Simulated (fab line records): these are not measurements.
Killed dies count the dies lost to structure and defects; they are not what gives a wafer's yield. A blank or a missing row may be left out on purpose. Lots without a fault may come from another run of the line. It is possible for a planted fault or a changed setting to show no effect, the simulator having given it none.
Comparing a struck lot with a sound one | flow n5Finfet | 38 out of 1938 route steps
Sound: wafers L496.1, L496.3, L496.5. Struck: wafer L497.5 (left out: L497.2, L497.3 of the same lot, which were not struck); the cause appears at the end.
For every step that has rows: the tool of each side, followed by ch and its chambers, followed by its first start. Under that, the readings that differ: sound wafers | struck wafers | difference of the means | sigmas: that difference in standard deviations of wafers without a fault.
alike: a reading whose means differ by less than 2 such deviations, as well as words and numbers matching on both sides. not compared: withheld readings; readings where some wafer has no value; bounds like >300 that might hide an equal value; numbers whose values overlap and for which the record gives no deviation.
Wherever a step has rows on one side only, a row that says differs or no value, or a row with sigmas, the two part there. Numbers that don't overlap but have no deviation are shown without sigmas and don't part them. A reading missing from all wafers of one side parts the sides only when that side holds two or more wafers.

first, 9 steps without rows for these wafers: N5_MOL_CONTACT_COAG_SPUTTER_130 (material Co, target thk 47.5 nm); N5_MOL_CONTACT_COAG_PRECLEAN_125 (cleans in DIW, time 57.5 s); N5_MOL_CONTACT_COAG_SRD_126 (dry time 32 s); N5_MOL_CONTACT_COAG_CMP_23 (polishes, stops on SiO2, t overpolish 1.5 s, target thk 0 nm); N5_MOL_CONTACT_COAG_WET_ETCH_26 (target Co, target depth 13 nm); N5_MOL_CONTACT_COAG_WET_ETCH_116 (etches the open film in SC1-inhibited, target depth 4.6 nm, rinse time 30 s); N5_MOL_CONTACT_COAG_ALD_27 (deposits SiOC, target thk 17 nm, pulse time 1.5 s, time 2720 s); N5_MOL_CONTACT_COAG_CMP_28 (polishes, stops on SiNx, t overpolish 0.85 s, target thk 14.522 nm); N5_MOL_CONTACT_COAG_ALD_123 (deposits SiNx, target thk 5 nm, pulse time 1 s, purge time 2 s).
N5_MOL_CONTACT_COAG_PECVD_31: deposits SiO2 from TEOS/O2, target thk 46 nm, time 8.9 s.
  sound on pecvd-01 ch 1,2, day 5 19:02; struck on pecvd-01 ch 2, day 6 04:46
reading                                            | sound                | struck | difference | sigmas
susceptorTempC (C)                                 | 399.99 400.01 400.17 | 384.14 | -15.92     | -72
model.SiO2_of_MOL_CONTACT_COAG_PECVD_31.thkNm (nm) | 44.8 44.8 45.6       | 50.4   | +5.3       | 
then, 19 steps without rows for these wafers: N5_MOL_CONTACT_COAG_COAT_75 (time 60 s, resist thk 60 nm); N5_MOL_CONTACT_COAG_COAT_76 (time 60 s, resist thk 10 nm); N5_MOL_CONTACT_COAG_COAT_77 (time 60 s, resist thk 10 nm); N5_MOL_CONTACT_COAG_COAT_78 (resist thk 40 nm); N5_MOL_CONTACT_COAG_EBR_80; N5_MOL_CONTACT_COAG_SOFTBAKE_79 (time 60 s); N5_MOL_CONTACT_COAG_EXPOSE_81 (exposes mask VG, defocus 0 nm); N5_MOL_CONTACT_COAG_PEB_82 (peb time 60 s); N5_MOL_CONTACT_COAG_DEVELOP_83 (develop time 30 s); N5_MOL_CONTACT_COAG_DESCUM_88 (chemistry O2, time 7 s); N5_MOL_CONTACT_COAG_ETCH_89 (etches underlayer in N2/H2, target depth 13 nm, time 10.4 s); N5_MOL_CONTACT_COAG_ETCH_90 (etches SiARC in CF4, target depth 13 nm, time 21.7 s); N5_MOL_CONTACT_COAG_ALD_131 (deposits SiO2, target thk 5 nm, pulse time 1 s, co reactant pulse time 1 s); N5_MOL_CONTACT_COAG_ETCHBACK_132 (etches SiO2 in CHF3, target depth 10 nm, time 6.7 s); N5_MOL_CONTACT_COAG_ETCH_91 (etches SOC in N2/H2, target depth 60 nm, overetch 21 nm, time 101.2 s); N5_MOL_CONTACT_COAG_STRIP_92 (strips in N2/H2); N5_MOL_CONTACT_COAG_STRIP_93 (strips in N2/H2); N5_MOL_CONTACT_COAG_ETCHBACK_135 (etches SiO2 in CHF3, target depth 25 nm, time 16.7 s); N5_MOL_CONTACT_COAG_STRIP_118 (strips in CHF3).
N5_MOL_CONTACT_COAG_VIA_ETCH_46: etches SiO2 in C4F6/O2, target depth 46 nm, overetch 9.2 nm, time 40 s.
  sound on rieDiel-01 ch 1,2, day 5 19:58; struck on rieDiel-03 ch 3, day 6 05:49
reading                  | sound            | struck | difference | sigmas
drypumpMotorCurrentA (A) | 5.1 5.8 5.1      | 6.5    | +1.2       | +3
model.etch.depthNm (nm)  | 44.8 44.83 45.63 | 50.37  | +5.28      | 
  alike: oesProductAu, rfVppV, showerheadPlenumPTorr, throttleValvePct
  not compared: rfHoursCounterH
then, 5 steps without rows for these wafers: N5_MOL_CONTACT_COAG_STRIP_96 (strips in N2/H2); N5_MOL_CONTACT_COAG_ETCH_47 (etches SiNx in CH3F/O2, stops on W, target depth 27 nm); N5_MOL_CONTACT_COAG_STRIP_119 (strips in N2/H2, time 30 s); N5_MOL_CONTACT_COAG_PRECLEAN_144 (cleans in alkaline clean, time 60 s); N5_MOL_CONTACT_COAG_SRD_145 (time 30 s).
N5_MOL_CONTACT_COAG_CMP_52: polishes, stops on SiO2, t overpolish 1.5 s, target thk 66.5 nm.
  sound on cmp-02 ch 0,2, day 5 22:02; struck on cmp-02 ch 3, day 6 07:52
reading                                            | sound          | struck | difference | sigmas
model.SiO2_of_MOL_CONTACT_COAG_PECVD_31.thkNm (nm) | 42.8 42.8 43.6 | 48.2   | +5.1       | 
  alike: motorCurrentA, slurryFilterDpKPa, slurryFlowMlMin
N5_MOL_CONTACT_COAG_THK_MEAS_53:
  sound on filmMetro-01 at day 5 22:20; struck on filmMetro-02 at day 6 08:10
reading          | sound          | struck | difference | sigmas
VIA_MOL_THK (nm) | 42.7 42.8 43.5 | 48.3   | +5.3       | +9
after that, 1 step had no rows for these wafers: N5_PASSIVATION_PROBE_49.

== WHERE THEY PART ==
Earliest at N5_MOL_CONTACT_COAG_PECVD_31; latest, in this record, at N5_MOL_CONTACT_COAG_THK_MEAS_53.

WHY: what had been put in by the simulator
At N5_MOL_CONTACT_COAG_PECVD_31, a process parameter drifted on pecvd-01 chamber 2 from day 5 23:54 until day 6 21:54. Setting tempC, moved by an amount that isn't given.
